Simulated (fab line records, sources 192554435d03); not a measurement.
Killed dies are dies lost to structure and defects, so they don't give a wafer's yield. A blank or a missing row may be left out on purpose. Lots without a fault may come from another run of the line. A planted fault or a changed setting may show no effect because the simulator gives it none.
fab line records | flow n5_finfet
record lots=7 wafers=21
route steps=1938 shown ZERO_LAYER@4 PMOS_HMC_CHANNEL_EPI@63 FIN_SAQP@99 DUMMY_GATE@220
start_h: hours from the record's first day to the start of the lot's first wafer shown | wait_h: hours since the lot's step before | " the same as in the row above | L1.1+2: a row that stands for several wafers | - no value, or no start given | * or withheld: withheld | < > ~ a bound
route shown NAME@n: a module of which the file shows steps, and the number in the route of the first | usual: mean/standard deviation of fault-free wafers | same: alike in all rows | chamber/n: place in a boat | sites: the reading at each site | _std_site: their standard deviation | _edge_site: outer sites' mean less inner sites' | radius_mm: how far each site lies from the wafer's centre | mask NAME#n: copy n | behind: the tool/chamber that last shaped the wafer | hold: why the lot was held/for how many hours/how that ended | device: the transistor (n, p or np) that didn't switch | end of line: the same wafers' tests at the end of the route | a step without rows: its recipe alone | killed: dies lost to structure and defects at the first sort, not the wafer's yield | map: a wafer's dies, x killed, . not, _ none there
set.NAME: the setting as run; set.NAME@STEP: as run at that earlier step | model.NAME: the simulator's own value behind a step, which no gauge read
lots whose settings were changed on purpose; a table a step, a row a wafer
## steps
# step N5_ZERO_LAYER_PECVD_02
# recipe material=SiO2 target_thk_a=100 temp_c=400 precursor=SiH4/N2O pressure_torr=0.75 rf_w=275 time_s=6
# columns lot.wafer tool chamber start_h wait_h set.time_s model.SiO2_of_ZERO_LAYER_PECVD_02.thk_nm
L074.1 pecvd-04 2 12.46 0.0 5.433 9.104
L074.2 " 1 " " 5.433 9.187
L074.5 " 2 " " 6 10.07
L076.1 pecvd-03 1 24.28 0.0 6 10.11
L076.4 " 0 " " 6 10.04
L076.5 " 1 " " 6 10.03
L079.2 pecvd-03 0 42.28 0.0 6 9.867
L079.3 " 0 " " 5.101 8.506
L079.5 " 0 " " 5.101 8.376
L086.2 pecvd-04 1 84.29 0.0 6.255 10.52
L086.3 " 2 " " 6 10.11
L086.5 " 1 " " 6 10.28
L087.1 pecvd-04 0 90.28 0.0 6 10.18
L087.2 " 1 " " 5.197 8.665
L087.6 " 1 " " 5.197 8.685
L090.3 pecvd-04 0 108.28 0.0 6 10.13
L090.5 " 2 " " 6 10.21
L090.6 " 1 " " 6 10.34
L094.1 pecvd-03 0 132.28 0.0 6 9.938
L094.3 " 1 " " 6 9.827
L094.6 " 1 " " 6 10.21
# step N5_ZERO_LAYER_EXPOSE_08
# recipe mask_id=ZERO na=0.55 source_shape=conventional sigma_outer=0.8 polarization=unpolarized defocus_nm=0 target_cd_nm=2000 dose_mj=16.2
# columns lot.wafer tool chamber start_h wait_h mask set.dose_mj
L074.1+5 krf_scanner-02 0 12.78 - ZERO#0 15.04
L074.2 " 0 " " ZERO#0 16.2
L076.1+4 krf_scanner-01 0 24.49 - ZERO#0 16.2
L076.5 " 0 " " ZERO#0 16.57
L079.2+3 krf_scanner-01 0 42.49 - ZERO#0 16.2
L079.5 " 0 " " ZERO#0 15.68
L086.2+3 krf_scanner-01 0 84.48 - ZERO#0 16.2
L086.5 " 0 " " ZERO#0 15.02
L087.1+2+6 krf_scanner-01 0 90.47 - ZERO#0 16.2
L090.3+5+6 krf_scanner-02 0 108.60 - ZERO#0 16.2
L094.1+3 krf_scanner-01 0 132.59 - ZERO#0 16.2
L094.6 " 0 " " ZERO#0 16.6
# step N5_ZERO_LAYER_PEB_09
# recipe peb_temp_c=withheld peb_time_s=*
# step N5_ZERO_LAYER_DEVELOP_10
# recipe develop_time_s=60 rinse_liquid=diw dry=air_spin dev_temp_c=21
# step N5_ZERO_LAYER_HARDBAKE_23
# recipe temp_c=130 time_s=120
# step N5_ZERO_LAYER_CD_MEAS_11
# recipe target_cd_nm=2000 landing_energy_ev=500 detector=se_inlens
# usual cd_nm=2000.3/1.8
# columns lot.wafer tool chamber start_h wait_h set.dose_mj@ZERO_LAYER_EXPOSE_08 cd_nm
L074.1 cd_sem-01 0 12.96 - 15.04 1988.2
L074.2 " 0 " " 16.2 2000.1
L074.5 " 0 " " 15.04 1985.2
L076.1 cd_sem-03 0 24.66 - 16.2 2002.4
L076.4 " 0 " " 16.2 2002.2
L076.5 " 0 " " 16.57 2004.8
L079.2 cd_sem-03 0 42.67 - 16.2 1996.0
L079.3 " 0 " " 16.2 1999.8
L079.5 " 0 " " 15.68 1994.1
L086.2 cd_sem-01 0 84.65 - 16.2 1998.4
L086.3 " 0 " " 16.2 1998.5
L086.5 " 0 " " 15.02 1985.2
L087.1 cd_sem-01 0 90.64 - 16.2 1999.7
L087.2 " 0 " " 16.2 2001.9
L087.6 " 0 " " 16.2 1999.6
L090.3 cd_sem-01 0 108.77 - 16.2 2001.0
L090.5 " 0 " " 16.2 2000.6
L090.6 " 0 " " 16.2 2002.4
L094.1 cd_sem-02 0 132.77 - 16.2 2000.8
L094.3 " 0 " " 16.2 2000.2
L094.6 " 0 " " 16.6 2003.4
# step N5_ZERO_LAYER_DESCUM_16
# recipe chemistry=O2 time_s=7.9 source_power_w=50 bias_power_w=20 pressure_mtorr=20 rf_frequency_hz=2.712e+07 temp_c=40 o2_flow_sccm=225
# columns lot.wafer tool chamber start_h wait_h set.dose_mj@ZERO_LAYER_EXPOSE_08 model.ZERO_LAYER.cd_nm
L074.1 rie_diel-02 1 13.00 0.0 15.04 1988
L074.2 " 0 " " 16.2 2000
L074.5 " 2 " " 15.04 1985
L076.1+4 rie_diel-02 0,3 24.70 0.0 16.2 2002
L076.5 " 3 " " 16.57 2005
L079.2 rie_diel-01 3 42.76 0.1 16.2 1996
L079.3 " 2 " " 16.2 2000
L079.5 " 3 " " 15.68 1994
L086.2 rie_diel-01 1 84.69 0.0 16.2 1998
L086.3 " 2 " " 16.2 1999
L086.5 " 0 " " 15.02 1985
L087.1 rie_diel-02 2 90.68 0.0 16.2 2000
L087.2 " 0 " " 16.2 2002
L087.6 " 1 " " 16.2 -
L090.3 rie_diel-05 3 108.80 0.0 16.2 2001
L090.5 " 0 " " 16.2 2000
L090.6 " 3 " " 16.2 2002
L094.1 rie_diel-05 1 132.80 0.0 16.2 2001
L094.3 " 2 " " 16.2 2000
L094.6 " 3 " " 16.6 2003
# step N5_PMOS_HMC_CHANNEL_EPI_PEB_07
# recipe peb_temp_c=110 peb_time_s=60 resist=CAR-ArF-block
# columns lot.wafer tool chamber start_h wait_h set.peb_temp_c
L074.1+2+5 litho_track-02 0 18.09 0.1 110
L076.1+4 litho_track-03 0 29.05 0.1 108.2
L076.5 " 0 " " 110
L079.2+3 litho_track-03 0 46.85 0.0 107.3
L079.5 " 0 " " 110
L086.2 litho_track-03 0 89.40 0.0 106.4
L086.3+5 " 0 " " 110
L087.1+2+6 litho_track-02 0 95.48 0.1 110
L090.3+5+6 litho_track-02 0 113.22 0.0 110
L094.1 litho_track-03 0 137.17 0.1 113.2
L094.3+6 " 0 " " 110
# step N5_PMOS_HMC_CHANNEL_EPI_DEVELOP_08
# recipe develop_time_s=30 developer=TMAH resist=CAR-ArF-block dev_temp_c=23 rinse_liquid=diw dry=air_spin
# columns lot.wafer tool chamber start_h wait_h set.develop_time_s
L074.1 litho_track-02 0 - - 33.09
L074.2+5 " 0 " " 30
L076.1+4+5 litho_track-03 0 - - 30
L079.2+3+5 litho_track-03 0 - - 30
L086.2+3 litho_track-03 0 - - 30
L086.5 " 0 " " 35.8
L087.1+2 litho_track-02 0 - - 30
L087.6 " 0 " " 32.96
L090.3+5+6 litho_track-02 0 - - 30
L094.1+3+6 litho_track-03 0 - - 30
# step N5_PMOS_HMC_CHANNEL_EPI_CD_MEAS_09
# recipe target_cd_nm=237.4 landing_energy_ev=500 detector=se_inlens
# usual cd_nm=238.2/0.86
# columns lot.wafer tool chamber start_h wait_h set.peb_temp_c@PMOS_HMC_CHANNEL_EPI_PEB_07 cd_nm
L074.1 cd_sem-01 0 18.16 - 110 237.8
L074.2 " 0 " " 110 238.1
L074.5 " 0 " " 110 237.9
L076.1 cd_sem-03 0 29.12 - 108.2 233.3
L076.4 " 0 " " 108.2 233.2
L076.5 " 0 " " 110 239.0
L079.2 cd_sem-03 0 46.92 - 107.3 228.3
L079.3 " 0 " " 107.3 230.7
L079.5 " 0 " " 110 237.4
L086.2 cd_sem-02 0 89.47 - 106.4 224.9
L086.3 " 0 " " 110 239.6
L086.5 " 0 " " 110 238.6
L087.1 cd_sem-01 0 95.55 - 110 237.9
L087.2 " 0 " " 110 238.3
L087.6 " 0 " " 110 238.7
L090.3 cd_sem-02 0 113.29 - 110 239.3
L090.5 " 0 " " 110 237.7
L090.6 " 0 " " 110 238.5
L094.1 cd_sem-02 0 137.24 - 113.2 247.6
L094.3 " 0 " " 110 237.6
L094.6 " 0 " " 110 237.5
# step N5_PMOS_HMC_CHANNEL_EPI_DESCUM_14
# recipe chemistry=O2 time_s=7.9 source_power_w=50 bias_power_w=20 pressure_mtorr=20 rf_frequency_hz=2.712e+07 temp_c=40 resist=CAR-ArF-block o2_flow_sccm=225
# columns lot.wafer tool chamber start_h wait_h set.peb_temp_c@PMOS_HMC_CHANNEL_EPI_PEB_07 model.PMOS_HMC_CHANNEL_EPI.cd_nm
L074.1 rie_diel-02 0 18.25 0.0 110 237.6
L074.2 " 3 " " 110 238
L074.5 " 2 " " 110 237.3
L076.1 rie_diel-02 1 29.50 0.0 108.2 233.3
L076.4 " 2 " " 108.2 233.5
L076.5 " 0 " " 110 238.6
L079.2 rie_diel-01 3 47.40 0.4 107.3 228.1
L079.3 " 1 " " 107.3 230.3
L079.5 " 0 " " 110 237.5
L086.2 rie_diel-01 3 89.57 0.0 106.4 224.6
L086.3 " 0 " " 110 239.2
L086.5 " 1 " " 110 238.7
L087.1 rie_diel-05 0 95.66 0.1 110 238.3
L087.2 " 2 " " 110 237.8
L087.6 " 1 " " 110 238.4
L090.3 rie_diel-05 2 113.72 0.4 110 239.2
L090.5 " 0 " " 110 237.6
L090.6 " 3 " " 110 238.4
L094.1 rie_diel-05 0 137.62 0.3 113.2 247.8
L094.3 " 3 " " 110 237.5
L094.6 " 3 " " 110 237.9
# step N5_PMOS_HMC_CHANNEL_EPI_ETCH_32
# recipe chemistry=N2/H2 target=BARC stop_on=SiO2 target_depth_a=858 over_etch_frac=0.3 time_s=50.3 ion_energy_ev=200 mask_material=CAR-ArF-block pressure_mtorr=30 source_w=840 bias_w=150 n2_flow_sccm=200 h2_flow_sccm=200
# columns lot.wafer tool chamber start_h wait_h set.peb_temp_c@PMOS_HMC_CHANNEL_EPI_PEB_07 model.PMOS_HMC_CHANNEL_EPI.cd_nm
L074.1 rie_diel-02 0 18.28 0.0 110 240.5
L074.2 " 3 " " 110 240.7
L074.5 " 2 " " 110 239.9
L076.1 rie_diel-02 1 29.54 0.0 108.2 236.1
L076.4 " 2 " " 108.2 235.9
L076.5 " 0 " " 110 241.5
L079.2 rie_diel-01 3 47.43 0.0 107.3 230.9
L079.3 " 1 " " 107.3 232.6
L079.5 " 0 " " 110 239
L086.2 rie_diel-01 3 89.60 0.0 106.4 227
L086.3+5 " 0,1 " " 110 241.2
L087.1 rie_diel-05 0 95.70 0.0 110 240.4
L087.2 " 2 " " 110 239.5
L087.6 " 1 " " 110 240.9
L090.3 rie_diel-05 2 113.75 0.0 110 241.4
L090.5 " 0 " " 110 239.3
L090.6 " 3 " " 110 240.8
L094.1 rie_diel-05 0 137.65 0.0 113.2 249.5
L094.3 " 3 " " 110 240.4
L094.6 " 3 " " 110 240.6
# step N5_FIN_SAQP_PECVD_48
# recipe material=SiNx target_thk_a=250 temp_c=400 precursor=SiH4/NH3/N2 pressure_torr=1.5 rf_w=300 time_s=22.1
# columns lot.wafer tool chamber start_h wait_h set.time_s model.SiNx_of_FIN_SAQP_PECVD_48.thk_nm
L074.1 pecvd-04 2 23.22 0.0 22.1 25.14
L074.2 " 0 " " 22.1 24.95
L074.5 " 1 " " 22.1 25.63
L076.1 pecvd-04 1 33.73 0.0 22.1 24.88
L076.4 " 1 " " 22.98 26.38
L076.5 " 0 " " 22.1 24.77
L079.2 pecvd-04 0 51.24 0.0 20.23 22.54
L079.3 " 2 " " 22.1 24.86
L079.5 " 1 " " 22.1 25
L086.2 pecvd-01 2 93.65 0.0 22.1 24.54
L086.3 " 0 " " 19.09 21.22
L086.5 " 2 " " 22.1 25.16
L087.1 pecvd-01 1 99.51 0.0 22.1 25.41
L087.2 " 0 " " 22.1 24.94
L087.6 " 2 " " 22.1 25.48
L090.3 pecvd-01 0 117.54 0.0 22.1 24.82
L090.5 " 0 " " 22.1 25.04
L090.6 " 1 " " 22.1 25.54
L094.1 pecvd-02 1 142.43 0.0 22.1 24.59
L094.3 " 0 " " 22.1 25.3
L094.6 " 1 " " 22.1 25.14
# step N5_FIN_SAQP_PEB_14
# recipe peb_temp_c=withheld peb_time_s=60 resist=CAR-ArF
# columns lot.wafer tool chamber start_h wait_h set.peb_time_s
L074.1+5 litho_track-05 0 23.64 0.1 69.73
L074.2 " 0 " " 60
L076.1+4 litho_track-04 0 34.24 0.1 67.65
L076.5 " 0 " " 60
L079.2+3+5 litho_track-04 0 51.67 0.0 60
L086.2+5 litho_track-04 0 94.19 0.0 71.09
L086.3 " 0 " " 60
L087.1+2+6 litho_track-04 0 100.06 0.1 60
L090.3+5+6 litho_track-05 0 118.08 0.0 60
L094.1+6 litho_track-01 0 142.97 0.1 60
L094.3 " 0 " " 50.43
# step N5_FIN_SAQP_DEVELOP_15
# recipe develop_time_s=30 developer=TMAH resist=CAR-ArF dev_temp_c=23 rinse_liquid=diw dry=air_spin
# step N5_FIN_SAQP_CD_MEAS_16
# recipe target_cd_nm=35.6 landing_energy_ev=500 detector=se_inlens
# usual cd_nm=35.6/0.33
# columns lot.wafer tool chamber start_h wait_h set.peb_time_s@FIN_SAQP_PEB_14 cd_nm
L074.1 cd_sem-03 0 23.71 - 69.73 33.5
L074.2 " 0 " " 60 35.8
L074.5 " 0 " " 69.73 33.9
L076.1 cd_sem-03 0 34.31 - 67.65 33.6
L076.4 " 0 " " 67.65 34.4
L076.5 " 0 " " 60 36.2
L079.2 cd_sem-03 0 51.74 - 60 35.2
L079.3 " 0 " " 60 35.6
L079.5 " 0 " " 60 35.8
L086.2 cd_sem-03 0 94.26 - 71.09 33.1
L086.3 " 0 " " 60 35.5
L086.5 " 0 " " 71.09 32.9
L087.1 cd_sem-03 0 100.13 - 60 35.2
L087.2 " 0 " " 60 35.9
L087.6 " 0 " " 60 35.8
L090.3 cd_sem-03 0 118.16 - 60 36.1
L090.5 " 0 " " 60 35.7
L090.6 " 0 " " 60 35.8
L094.1 cd_sem-01 0 143.04 - 60 34.9
L094.3 " 0 " " 50.43 38.2
L094.6 " 0 " " 60 35.0
# step N5_FIN_SAQP_MANDREL1_REMOVE_56
# recipe chemistry=HBr/Cl2/O2 bt_time_s=10 target=a-Si stop_on=SiNx endpoint=OES-SiCl over_etch_frac=1 icp_w=600 bias_w=22 HBr_flow_sccm=150 Cl2_flow_sccm=80 O2_flow_sccm=5 pressure_mtorr=10
# step N5_FIN_SAQP_ETCH_57
# recipe chemistry=CH3F/O2 target=SiNx mask_material=SiO2 target_depth_a=325 time_s=46.4 pressure_mtorr=30 source_w=395 bias_w=73 Ar_flow_sccm=150 CH3F_flow_sccm=30 O2_flow_sccm=20 ion_energy_ev=120 ends=cleared
# usual etch_rf_on_time_s=46.3/1.2
# columns lot.wafer tool chamber start_h wait_h set.time_s@FIN_SAQP_PECVD_48 etch_rf_on_time_s model.etch.depth_nm
L074.1 rie_diel-06 0 25.99 0.1 22.1 47.3 25.1
L074.2 " 2 " " 22.1 46.7 24.95
L074.5 " 3 " " 22.1 48.5 25.6
L076.1 rie_diel-06 1 36.64 0.1 22.1 45.3 24.88
L076.4 " 0 " " 22.98 49.4 26.38
L076.5 " 0 " " 22.1 45.9 24.77
L079.2 rie_diel-03 2 55.56 0.0 20.23 41.6 22.54
L079.3 " 3 " " 22.1 47.6 24.86
L079.5 " 2 " " 22.1 46.5 25
L086.2 rie_diel-06 3 98.03 0.0 22.1 47.3 24.54
L086.3 " 0 " " 19.09 39.3 21.22
L086.5 " 0 " " 22.1 47.1 25.16
L087.1 rie_diel-06 1 103.47 0.2 22.1 46.9 25.41
L087.2 " 3 " " 22.1 47.8 24.94
L087.6 " 3 " " 22.1 49.2 25.48
L090.3 rie_diel-04 0 120.39 0.0 22.1 46.1 24.82
L090.5 " 3 " " 22.1 45.0 24.98
L090.6 " 2 " " 22.1 47.6 25.5
L094.1 rie_diel-06 2 145.32 0.0 22.1 46.4 24.53
L094.3 " 1 " " 22.1 46.7 25.3
L094.6 " 0 " " 22.1 47.2 25.14
# step N5_FIN_SAQP_FIN_ETCH_36
# recipe chemistry=HBr/Cl2/O2 target_depth_a=1200 mask_material=SiNx time_s=50.4 bias_w=102 pressure_mtorr=10 icp_w=800 HBr_flow_sccm=150 Cl2_flow_sccm=80 O2_flow_sccm=12
# columns lot.wafer tool chamber start_h wait_h set.icp_w model.FIN_SAQP.feature_depth_nm model.etch.depth_nm
L074.1 rie_si-03 2 27.90 0.0 800 120.2 120.1
L074.2 " 0 " " 800 125.6 125.6
L074.5 " 1 " " 669.3 113.2 113.2
L076.1 rie_si-04 0 38.49 0.0 800 121.2 121.2
L076.4 " 2 " " 732.8 113.6 113.6
L076.5 " 2 " " 732.8 113.2 113.2
L079.2 rie_si-04 3 58.02 0.0 800 121.6 121.6
L079.3 " 1 " " 854.7 121.6 121.7
L079.5 " 1 " " 800 117.8 117.7
L086.2 rie_si-04 0 101.77 0.0 800 119.6 119.6
L086.3 " 2 " " 800 115.8 115.8
L086.5 " 2 " " 800 116.6 116.6
L087.1 rie_si-02 2 105.80 0.0 800 121.8 121.9
L087.2 " 0 " " 800 119 119
L087.6 " 0 " " 747.4 115.4 115.4
L090.3 rie_si-03 2 122.38 0.0 800 119.2 119.3
L090.5 " 3 " " 800 117.4 117.4
L090.6 " 2 " " 800 119.2 119.2
L094.1 rie_si-02 2 147.15 0.0 800 122.4 122.3
L094.3 " 3 " " 700.7 113.6 113.6
L094.6 " 2 " " 800 122 122
# step N5_FIN_SAQP_PRECLEAN_38
# recipe chemistry=O3/DIW time_s=45 temp_c=22 o3_ppm=10
# step N5_FIN_SAQP_PRECLEAN_45
# recipe chemistry=dHF time_s=10 dilution=500:1 temp_c=25
# step N5_FIN_SAQP_SRD_39
# recipe dry=ipa_marangoni time_s=30 temp_c=23 rinse_liquid=diw
# step N5_FIN_SAQP_OCD_MEAS_76
# usual trench_depth_nm=120.2/2.1
# columns lot.wafer tool chamber start_h wait_h set.icp_w@FIN_SAQP_FIN_ETCH_36 trench_depth_nm
L074.1 ocd-01 - 28.12 0.0 800 120.5
L074.2 " - " " 800 126.1
L074.5 " - " " 669.3 113.1
L076.1 ocd-01 - 38.71 0.0 800 121.0
L076.4 " - " " 732.8 113.4
L076.5 " - " " 732.8 113.2
L079.2 ocd-01 - 58.31 0.0 800 122.1
L079.3 " - " " 854.7 121.3
L079.5 " - " " 800 117.8
L086.2 ocd-02 - 101.99 0.0 800 119.3
L086.3 " - " " 800 115.6
L086.5 " - " " 800 117.3
L087.1 ocd-02 - 106.02 0.0 800 121.7
L087.2 " - " " 800 118.9
L087.6 " - " " 747.4 115.5
L090.3 ocd-02 - 122.60 0.0 800 119.3
L090.5 " - " " 800 117.2
L090.6 " - " " 800 119.4
L094.1 ocd-01 - 147.37 0.0 800 122.6
L094.3 " - " " 700.7 113.1
L094.6 " - " " 800 122.6
# step N5_DUMMY_GATE_HM_DEP_06
# recipe material=SiNx target_thk_a=800 precursor=DCS/NH3 temp_c=700 pressure_mtorr=300 time_s=5141
# columns lot.wafer tool chamber start_h wait_h set.time_s model.SiNx_of_DUMMY_GATE_HM_DEP_06.thk_nm
L074.1+5 - - - 0.0 4560 71
L074.2 " - " " 4560 71.2
L076.1 - - - 0.0 4866 75.8
L076.4 " - " " 4866 76.4
L076.5 " - " " 4866 75.6
L079.2 - - - 0.0 4556 72
L079.3 " - " " 4556 72.4
L079.5 " - " " 4556 72.8
L086.2 - - - 0.0 5812 90.6
L086.3 " - " " 5812 90.8
L086.5 " - " " 5812 91.6
L087.1 - - - 0.0 4887 77
L087.2 " - " " 4887 77.2
L087.6 " - " " 4887 76.8
L090.3 lpcvd-01 1/25 138.77 0.0 5141 81
L090.5+6 " 1/34,1/39 " " 5141 80.8
L094.1 - - - 0.0 5480 85.6
L094.3 " - " " 5480 85.2
L094.6 " - " " 5480 84
## key
split step=N5_ZERO_LAYER_PECVD_02 setting=time_s stated=6 by=wafer
response step=N5_ZERO_LAYER_PECVD_02 reading=model.SiO2_of_ZERO_LAYER_PECVD_02.thk_nm change=+0.101 per=1% r=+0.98
split step=N5_ZERO_LAYER_EXPOSE_08 setting=dose_mj stated=16.2 by=wafer
response step=N5_ZERO_LAYER_CD_MEAS_11 reading=cd_nm change=+1.73 per=1% r=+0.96
response step=N5_ZERO_LAYER_DESCUM_16 reading=model.ZERO_LAYER.cd_nm change=+1.75 per=1% r=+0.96
split step=N5_PMOS_HMC_CHANNEL_EPI_PEB_07 setting=peb_temp_c stated=110 by=wafer
response step=N5_PMOS_HMC_CHANNEL_EPI_CD_MEAS_09 reading=cd_nm change=+3.75 per=1% r=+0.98
response step=N5_PMOS_HMC_CHANNEL_EPI_DESCUM_14 reading=model.PMOS_HMC_CHANNEL_EPI.cd_nm change=+3.77 per=1% r=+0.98
response step=N5_PMOS_HMC_CHANNEL_EPI_ETCH_32 reading=model.PMOS_HMC_CHANNEL_EPI.cd_nm change=+3.56 per=1% r=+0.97
split step=N5_PMOS_HMC_CHANNEL_EPI_DEVELOP_08 setting=develop_time_s stated=30 by=wafer
response none clear
split step=N5_FIN_SAQP_PECVD_48 setting=time_s stated=22.1 by=wafer
response step=N5_FIN_SAQP_PECVD_48 reading=model.SiNx_of_FIN_SAQP_PECVD_48.thk_nm change=+0.278 per=1% r=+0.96
response step=N5_FIN_SAQP_ETCH_57 reading=etch_rf_on_time_s change=* per=1% r=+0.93
response step=N5_FIN_SAQP_ETCH_57 reading=model.etch.depth_nm change=+0.278 per=1% r=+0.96
split step=N5_FIN_SAQP_PEB_14 setting=peb_time_s stated=60 by=wafer
response step=N5_FIN_SAQP_CD_MEAS_16 reading=cd_nm change=-0.155 per=1% r=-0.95
split step=N5_FIN_SAQP_FIN_ETCH_36 setting=icp_w stated=800 by=wafer
response step=N5_FIN_SAQP_FIN_ETCH_36 reading=model.FIN_SAQP.feature_depth_nm change=+0.648 per=1% r=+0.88
response step=N5_FIN_SAQP_FIN_ETCH_36 reading=model.etch.depth_nm change=+0.65 per=1% r=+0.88
response step=N5_FIN_SAQP_OCD_MEAS_76 reading=trench_depth_nm change=+0.673 per=1% r=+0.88
split step=N5_DUMMY_GATE_HM_DEP_06 setting=time_s stated=5141 by=lot
response step=N5_DUMMY_GATE_HM_DEP_06 reading=model.SiNx_of_DUMMY_GATE_HM_DEP_06.thk_nm change=+0.776 per=1% r=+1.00
